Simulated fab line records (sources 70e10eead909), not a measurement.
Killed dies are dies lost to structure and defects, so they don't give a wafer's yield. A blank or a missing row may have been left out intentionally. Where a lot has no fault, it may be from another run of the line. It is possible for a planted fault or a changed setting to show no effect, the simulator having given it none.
Chamber matching ; flow nand_harc ; NHARC_P_GATE_STRIP_101 on rie_diel-11 has 4 sister chambers
The step strips in O2, time 20 s. 14 wafers are shown with their chamber, then 7 later ones without.

== WAFERS PAIRED WITH THEIR CHAMBERS ==
wafer;chamber;showerhead_plenum_p_Torr (Torr);oes_product_au (a.u.);rf_vpp_V (V)
L852.1;1;3.46;0.989;57.7
L852.5;2;3.50;0.990;58.1
L852.6;1;3.46;0.975;57.5
L853.2;2;3.50;0.987;58.3
L853.3;3;3.38;0.999;55.9
L853.4;1;3.46;0.988;55.8
L854.1;2;3.49;0.993;58.4
L854.2;1;3.46;0.993;57.6
L854.4;0;3.30;1.015;56.5
L857.2;2;3.49;1.002;58.5
L857.3;1;3.46;0.997;57.9
L857.6;3;3.37;0.999;57.7
L865.2;0;3.30;1.018;57.6
L865.3;3;3.37;1.011;56.9

SIGNATURES, as means of the wafers listed above
reading;chamber 0;chamber 1;chamber 2;chamber 3;scatter within a chamber
showerhead_plenum_p_Torr;3.3000;3.4600;3.4950;3.3733;0.00408
oes_product_au;1.01650;0.98840;0.99300;1.00300;0.00708
rf_vpp_V;57.050;57.300;58.325;56.833;0.722
Rule: for each reading, subtract the chamber's mean from the wafer's reading, divide by that reading's scatter and square the result; add these up over the readings and take the root, which gives the wafer's distance from the chamber. The wafer belongs to the nearest chamber; if the next one is less than 2 further off, it can't be placed. How the scatter is found: for the shown wafers, subtract from each reading the mean of its chamber, square and add these, divide the total by (wafers less chambers), then take the root.

== WAFERS WITH NO CHAMBER GIVEN ==
wafer;showerhead_plenum_p_Torr (Torr);oes_product_au (a.u.);rf_vpp_V (V)
L865.4;3.49;1.005;59.1
L872.1;3.29;1.013;55.9
L872.4;3.49;1.002;58.7
L872.6;3.29;1.020;57.5
L873.2;3.29;1.014;58.5
L873.3;3.45;0.997;57.6
L873.6;3.29;1.020;57.4

== CHAMBER TAKEN BY EACH ==
wafer;from the rows above;in truth
L865.4;2;2
L872.1;0;0
L872.4;2;2
L872.6;0;0
L873.2;0;0
L873.3;1;1
L873.6;0;0
Placed correctly: 7 of 7. From these rows, 0 cannot be placed. Wrongly placed: 0.
